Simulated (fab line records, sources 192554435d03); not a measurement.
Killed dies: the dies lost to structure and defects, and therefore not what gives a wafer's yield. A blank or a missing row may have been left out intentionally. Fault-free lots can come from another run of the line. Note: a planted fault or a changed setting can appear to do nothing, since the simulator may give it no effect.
Struck lot and sound lot, side by side | flow n5 finfet | 16 out of 1938 route steps
Sound: these wafers, L566.1, L566.4, L566.6. Struck: wafer L571.4 (left out: L571.2, L571.3 of the same lot, which were not struck); the cause appears at the end.
Order at every step that has rows: each side's tool, ch and its chambers, its first start. Under that, the readings that differ: sound wafers | struck wafers | difference of the means | sigmas: that difference in standard deviations of wafers without a fault.
alike: same words and numbers on both sides, and readings whose means sit less than 2 such deviations apart. not compared: any withheld reading, any reading some wafer has no value for, any bound like >300 that may hide the same value, and any number with overlapping values for which the record gives no deviation.
Wherever a step has rows on one side only, a row that says differs or no value, or a row with sigmas, the two part there. When numbers do not overlap yet have no deviation, they are printed without sigmas and do not part them. A reading missing from all wafers of one side parts the sides only when that side holds two or more wafers.

N5_FIN_CUT_DESCUM_13: chemistry O2, time 7 s.
  sound on rie diel-02 ch 0,3, day 2 14:52; struck on rie diel-01 ch 3, day 3 22:16
  alike: drypump motor current A, oes product au, rf vpp V, showerhead plenum p Torr, throttle valve pct
  not compared: rf hours counter h
N5_FIN_CUT_ETCH_30: etches underlayer in N2/H2, target depth 13 nm, time 10.4 s.
  sound on rie diel-02 ch 0,3, day 2 14:53; struck on rie diel-01 ch 3, day 3 22:18
  reading               | sound             | struck | difference | sigmas
  etch rf on time s (s) | 10.45 10.40 10.44 | 9.87   | -0.56      | -3
  alike: drypump motor current A, oes product au, rf vpp V, showerhead plenum p Torr, throttle valve pct
  not compared: rf hours counter h
N5_FIN_CUT_ETCH_20: etches SiARC in CF4, target depth 26 nm, time 43.3 s.
  sound on rie diel-02 ch 0,3, day 2 14:55; struck on rie diel-01 ch 3, day 3 22:19
  alike: drypump motor current A, etch rf on time s, oes product au, rf vpp V, showerhead plenum p Torr, throttle valve pct
  not compared: rf hours counter h
then, 3 steps without rows for these wafers: N5_FIN_CUT_ETCH_21 (etches SOC in N2/H2, target depth 219 nm, overetch 43.8 nm, time 523.5 s); N5_FIN_CUT_STRIP_23 (strips in N2/H2); N5_FIN_CUT_STRIP_31 (strips in N2/H2).
N5_FIN_CUT_STRIP_24: strips in CF4.
  sound on rie diel-02 ch 0,3, day 2 15:16; struck on rie diel-01 ch 3, day 3 22:41
  alike: drypump motor current A, oes product au, power w, rf vpp V, showerhead plenum p Torr, throttle valve pct
  not compared: rf hours counter h
then, 1 step without rows for these wafers: N5_FIN_CUT_CUT_ETCH_26 (etches SiNx in CH3F/O2, target depth 39 nm, time 55.7 s).
N5_FIN_CUT_CUT_ETCH_27: etches SiO2 in CHF3/O2, target depth 4 nm, overetch 2 nm, time 4.9 s.
  sound on rie diel-02 ch 0,3, day 2 15:20; struck on rie diel-01 ch 3, day 3 22:44
  alike: O2_flow_sccm, drypump motor current A, oes_o_777_au, oes product au, rf vpp V, showerhead plenum p Torr, throttle valve pct
  not compared: rf hours counter h
then, 3 steps without rows for these wafers: N5_FIN_CUT_PRECLEAN_35 (cleans in vHF, time 13.3 s); N5_FIN_CUT_CUT_ETCH_15 (etches Si in HBr/Cl2/O2, target depth 100 nm, bt time 10 s, time 42.4 s); N5_FIN_CUT_CUT_ETCH_28 (etches Si in HBr/Cl2/O2, target depth 6 nm, time 2.4 s).
N5_FIN_CUT_STRIP_22: strips in N2/H2.
  sound on rie diel-03 ch 1,2,3, day 2 15:37; struck on rie diel-03 ch 1, day 3 23:07
  reading     | sound             | struck | difference | sigmas
  power w (W) | 499.9 499.9 500.0 | 463.9  | -36.0      | -26
  alike: drypump motor current A, oes product au, rf vpp V, showerhead plenum p Torr, throttle valve pct
  not compared: rf hours counter h
then, 1 step without rows for these wafers: N5_FIN_CUT_PRECLEAN_36 (cleans in O3/DIW, time 60 s).
-- record jumps: 6 days separate the struck wafers' starts on either side; left off in module FIN_CUT, taken up again in module BEOL_M4, whose first shown step is the route's number 1111 --
N5_BEOL_M4_RC_MEAS_101:
  sound on prober-02 ch 0, day 8 16:49; struck on prober-02 ch 0, day 9 11:10
  reading        | sound          | struck | difference | sigmas
  DIBL_N (mV/V)  | 33.5 35.1 33.6 | 38.3   | +4.2       | +2
  IOFF_N (nA/um) | 0.13 0.14 0.11 | 0.21   | +0.08      | +3
  IOFF_P (nA/um) | 0.15 0.17 0.13 | 0.27   | +0.12      | +3
  ION_N (uA/um)  | 664 671 644    | 690    | +30        | +2
  ION_P (uA/um)  | 452 453 437    | 473    | +26        | +3
  SS_P (mV/dec)  | 72.9 73.5 72.4 | 74.4   | +1.5       | +2
  VT_N (mV)      | 253 252 257    | 245    | -9         | -3
  VT_P (mV)      | -256 -257 -261 | -247   | +11        | +3
  alike: DIBL_P, SS_N
-- record jumps: 5 days separate the struck wafers' starts on either side; left off in module BEOL_M4, taken up again in module PASSIVATION, whose first shown step is the route's number 1936 --
N5_PASSIVATION_PROBE_49:
  only the struck wafers here have rows in the record (prober-02, day 14 11:56); the sound ones have none

WHERE THEY PART
First at N5_FIN_CUT_ETCH_30; last, within this record, at N5_PASSIVATION_PROBE_49.

WHY: whatever the simulator had introduced
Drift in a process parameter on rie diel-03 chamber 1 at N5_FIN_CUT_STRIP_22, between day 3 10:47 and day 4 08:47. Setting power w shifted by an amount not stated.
